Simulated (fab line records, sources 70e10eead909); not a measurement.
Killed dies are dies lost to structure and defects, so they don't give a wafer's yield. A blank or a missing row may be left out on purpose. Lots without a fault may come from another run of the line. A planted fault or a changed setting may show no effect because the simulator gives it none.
Chamber matching | flow nand_harc | NHARC_A_STAIRCASE_DESCUM_312 on rie_diel-08: 4 sister chambers
The step chemistry O2, time 3 s. 14 wafers are shown with their chamber, then 7 later ones without.

WAFERS WITH THEIR CHAMBER
wafer  | chamber | showerhead_plenum_p_Torr (Torr) | rf_vpp_V (V) | oes_product_au (a.u.)
L079.1 | 2       | 1.97                            | 60.1         | 0.998
L079.4 | 0       | 1.81                            | 57.1         | 0.978
L079.6 | 3       | 1.97                            | 58.5         | 0.978
L083.1 | 0       | 1.80                            | 57.0         | 1.005
L083.2 | 1       | 1.86                            | 57.2         | 0.995
L083.5 | 1       | 1.86                            | 58.1         | 0.984
L087.1 | 0       | 1.80                            | 57.1         | 1.001
L087.3 | 3       | 1.96                            | 58.8         | 0.995
L087.5 | 0       | 1.80                            | 58.9         | 0.985
L085.1 | 1       | 1.85                            | 58.1         | 0.989
L085.4 | 3       | 1.96                            | 57.1         | 0.999
L085.6 | 3       | 1.96                            | 57.6         | 0.992
L091.1 | 1       | 1.85                            | 57.3         | 0.999
L091.2 | 3       | 1.96                            | 57.5         | 0.995

SIGNATURES (means of the wafers above)
reading                  | chamber 0 | chamber 1 | chamber 2 | chamber 3 | scatter within a chamber
showerhead_plenum_p_Torr | 1.8025    | 1.8550    | 1.9700    | 1.9620    | 0.00505
rf_vpp_V                 | 57.525    | 57.675    | 60.100    | 57.900    | 0.729
oes_product_au           | 0.99225   | 0.99175   | 0.99800   | 0.99180   | 0.00942
Rule: a wafer's distance from a chamber is the root of the sum, over the readings, of the square of ((its reading less the chamber's mean) divided by the reading's scatter). The wafer belongs to the nearest chamber; if the next one is less than 2 further off, it can't be placed. The scatter: the root of (the sum of the squares of (reading less its chamber's mean) over the shown wafers, divided by (wafers less chambers)).

WAFERS WITHOUT THEIR CHAMBER
wafer  | showerhead_plenum_p_Torr (Torr) | rf_vpp_V (V) | oes_product_au (a.u.)
L091.3 | 1.96                            | 59.1         | 1.006
L095.3 | 1.79                            | 57.0         | 1.007
L095.4 | 1.96                            | 56.9         | 0.997
L095.5 | 1.96                            | 57.6         | 1.005
L097.3 | 1.96                            | 57.8         | 0.996
L097.4 | 1.85                            | 57.2         | 0.994
L097.6 | 1.79                            | 56.8         | 0.995

WHICH CHAMBER EACH WENT THROUGH
wafer  | from the rows above     | in truth
L091.3 | can't be placed: 3 or 2 | 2
L095.3 | 0                       | 0
L095.4 | 3                       | 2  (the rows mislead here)
L095.5 | 3                       | 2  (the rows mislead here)
L097.3 | 3                       | 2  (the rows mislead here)
L097.4 | 1                       | 1
L097.6 | 0                       | 0
Placed correctly: 3 of 7. Can't be placed from these rows: 1 (the true chamber is among the candidates in 1). Placed wrongly: 3.
